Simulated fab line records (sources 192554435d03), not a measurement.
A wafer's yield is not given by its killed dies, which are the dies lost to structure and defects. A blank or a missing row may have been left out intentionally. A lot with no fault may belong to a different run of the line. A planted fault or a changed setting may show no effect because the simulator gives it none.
Comparing a struck lot with a sound one -- flow n5-finfet -- 22 steps out of a route of 1938
Sound: wafers L260.1, L260.3, L260.4. Struck: wafer L274.2 (left out: L274.3, L274.5 of the same lot, which were not struck); the cause appears at the end.
At each step with rows: each side's tool, then ch and its chambers, then its first start. Under that, the readings that differ: sound wafers -- struck wafers -- difference of the means -- sigmas: that difference in standard deviations of wafers without a fault.
alike: readings with means less than 2 such deviations apart, plus words and numbers identical on both sides. not compared: withheld readings, readings lacking a value on some wafer, bounds such as >300 that could conceal the same value, and numbers that have no deviation in the record and whose values overlap.
The two part at a step that has a row with sigmas, a row that says differs or no value, or rows on one side only. Numbers that have no deviation but don't overlap get no sigmas and don't part them. A reading that every wafer of one side lacks parts them only if that side has two wafers or more.

first, 1 step without rows for these wafers: N5_HKMG_FIN_COAT_66 (time 60 s, resist thk 300 nm).
N5_HKMG_FIN_ETCH_67: etches SOC in N2/H2, stops on TiN, target depth 388.9 nm.
  sound on rie-diel-06 ch 1,3, day 4 16:19; struck on rie-diel-02 ch 0, day 8 02:39
  alike: drypump-motor-current-A, h2-flow-sccm, oes-product-au, rf-vpp-V, showerhead-plenum-p-Torr, throttle-valve-pct
  not compared: rf-hours-counter-h
then, 2 steps without rows for these wafers: N5_HKMG_FIN_STRIP_90 (strips SOC in N2/H2, time 20 s); N5_HKMG_FIN_WET_ETCH_73 (etches the open film in SC1, time 42.3 s, target depth 1.3 nm, rinse time 30 s).
N5_HKMG_FIN_ETCHBACK_68: etches the open film in Cl2/Ar, stops on HfO2, target depth 0.5 nm.
  sound on rie-metal-01 ch 1, day 4 16:32; struck on rie-metal-03 ch 0, day 8 02:52
reading,sound,struck,difference,sigmas
drypump-motor-current-A (A),6.5 6.5 6.5,5.7,-0.8,-2
  alike: oes-product-au, throttle-valve-pct
  not compared: rf-hours-counter-h
then, 2 steps without rows for these wafers: N5_HKMG_FIN_STRIP_69 (strips in N2/H2, time 360 s); N5_HKMG_FIN_ALD_21 (deposits TiN, target thk 1.5 nm, pulse time 1 s, purge time 3 s).
N5_HKMG_FIN_ALD_72: deposits W, target thk 2 nm, pulse time 1 s, purge time 2 s.
  sound on cvd-w-02 ch 0,1, day 4 17:32; struck on cvd-w-01 ch 0, day 8 03:47
  alike: chamber-pressure-Torr, heater-power-w, precursor-pulse-height-rel
then, 4 steps without rows for these wafers: N5_HKMG_FIN_W_FILL_22 (material W, target thk 60 nm, time 18.2 s); N5_HKMG_FIN_PRECLEAN_83 (cleans in DIW, time 57.5 s); N5_HKMG_FIN_SRD_84 (dry time 32 s); N5_HKMG_FIN_CMP_23 (polishes, stops on SiNx, t overpolish 10 s, target thk 46.326 nm).
N5_HKMG_FIN_CMP_94: polishes, stops on SiNx, t overpolish 4.7 s, target thk 43.299 nm.
  sound on cmp-01 ch 0,2,3, day 4 18:12; struck on cmp-01 ch 2, day 8 04:30
reading,sound,struck,difference,sigmas
model.SiNx_of_SDB_ALD_29.thk-nm (nm),28.4 28.4 28.2,27.8,-0.5,
  alike: motor-current-A
N5_HKMG_FIN_INSPECT_28: inspects for defects (darkfield).
  sound on defect-inspect-01, day 4 18:26; struck on defect-inspect-02, day 8 04:41
  alike: raw-defect-count
N5_GATE_CUT_ETCHBACK_00: etches W in SF6/Cl2.
  sound on rie-metal-02 ch 0,1, day 4 18:28; struck on rie-metal-01 ch 1, day 8 04:43
reading,sound,struck,difference,sigmas
drypump-motor-current-A (A),5.3 5.9 5.3,6.5,+1.0,+3
  alike: oes-product-au, throttle-valve-pct
  not compared: rf-hours-counter-h
then, 1 step without rows for these wafers: N5_GATE_CUT_ETCH_56 (etches TiN in Cl2/Ar, target depth 21.6 nm).
N5_GATE_CUT_ETCHBACK_30: etches TiN in Cl2/Ar, target depth 3 nm.
  sound on rie-metal-02 ch 0,1, day 4 18:40; struck on rie-metal-01 ch 1, day 8 04:55
reading,sound,struck,difference,sigmas
drypump-motor-current-A (A),5.3 5.9 5.3,6.5,+1.0,+3
  alike: oes-product-au, throttle-valve-pct
  not compared: rf-hours-counter-h
then, 1 step without rows for these wafers: N5_GATE_CUT_VAPOR_ETCH_60 (etches HfO2 in BCl3/Cl2).
N5_GATE_CUT_ETCH_58: etches SiNx in CH3F/O2, target depth 17 nm, time 128.6 s.
  sound on rie-diel-05 ch 0,1,3, day 4 18:45; struck on rie-diel-03 ch 2, day 8 05:00
reading,sound,struck,difference,sigmas
model.SiNx_of_SDB_ALD_29.thk-nm (nm),24.6 24.6 24.6,24.2,-0.4,
  alike: drypump-motor-current-A, oes-product-au, rf-vpp-V, showerhead-plenum-p-Torr, throttle-valve-pct
  not compared: rf-hours-counter-h
then, 1 step without rows for these wafers: N5_GATE_CUT_STRIP_59 (strips in N2/H2, time 20 s).
-- a jump in the record: the struck wafers' starts before and after are 3 days apart (it breaks off in module GATE_CUT and resumes in module BEOL_M4, where the first step shown is number 1111 of the route) --
N5_BEOL_M4_RC_MEAS_101:
  sound on prober-02 ch 0, day 7 19:06; struck on prober-02 ch 0, day 11 05:35
  alike: DIBL_N, DIBL_P, IOFF_N, IOFF_P, ION_N, ION_P, SS_N, SS_P, VT_N, VT_P
following that, these wafers have no rows for 1 step: N5_PASSIVATION_PROBE_49.

WHERE THEY PART
At N5_HKMG_FIN_ETCHBACK_68 first; at N5_GATE_CUT_ETCHBACK_30 last (within this record only). Later steps at which nothing parts them and some readings are alike: N5_GATE_CUT_ETCH_58, N5_BEOL_M4_RC_MEAS_101.

WHY: whatever the simulator had introduced
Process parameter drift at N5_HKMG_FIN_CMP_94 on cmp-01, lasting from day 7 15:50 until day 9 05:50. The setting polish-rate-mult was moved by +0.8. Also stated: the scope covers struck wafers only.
